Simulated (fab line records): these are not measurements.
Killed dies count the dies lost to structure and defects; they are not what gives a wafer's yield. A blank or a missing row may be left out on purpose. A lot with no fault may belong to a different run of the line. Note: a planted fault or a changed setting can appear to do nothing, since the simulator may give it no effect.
Chamber matching    flow n5-finfet    4 sister chambers for N5_FIN_SAQP_ETCH_67 on rie-diel-05
The step etches SiNx in CH3F/O2, target depth 30 nm. 4 wafers are shown with their chamber, then 11 later ones without.

## EACH WAFER AND ITS CHAMBER
wafer   chamber  showerhead-plenum-p-Torr (Torr)
L087.1  3        2.05
L090.1  2        1.85
L090.5  1        1.96
L092.2  0        1.89

## WAFERS WITH NO CHAMBER GIVEN
wafer   showerhead-plenum-p-Torr (Torr)
L092.4  1.95
L092.6  2.05
L094.1  1.89
L094.5  1.85
L094.6  2.05
L095.1  1.95
L095.2  1.85
L095.5  1.85
L096.2  1.95
L096.4  1.89
L096.6  1.95

## CHAMBER TAKEN BY EACH
wafer   from the rows above  in truth
L092.4  1                    1
L092.6  3                    3
L094.1  0                    0
L094.5  2                    2
L094.6  3                    3
L095.1  1                    1
L095.2  2                    2
L095.5  2                    2
L096.2  1                    1
L096.4  0                    0
L096.6  1                    1
Placed correctly: 11 of 11. From these rows, 0 cannot be placed. Wrongly placed: 0.
How it was worked out, from the rows above alone: a wafer's distance from a chamber is the root of the sum, over the readings, of the square of ((its reading less the chamber's mean) divided by the reading's scatter). The wafer belongs to the nearest chamber; if the next one is less than 2 further off, it can't be placed. The mean given for a chamber averages the wafers shown for that chamber. The scatter: with one shown wafer a chamber, the root of the mean of the squares of how far each hidden wafer lies from its nearest shown one.
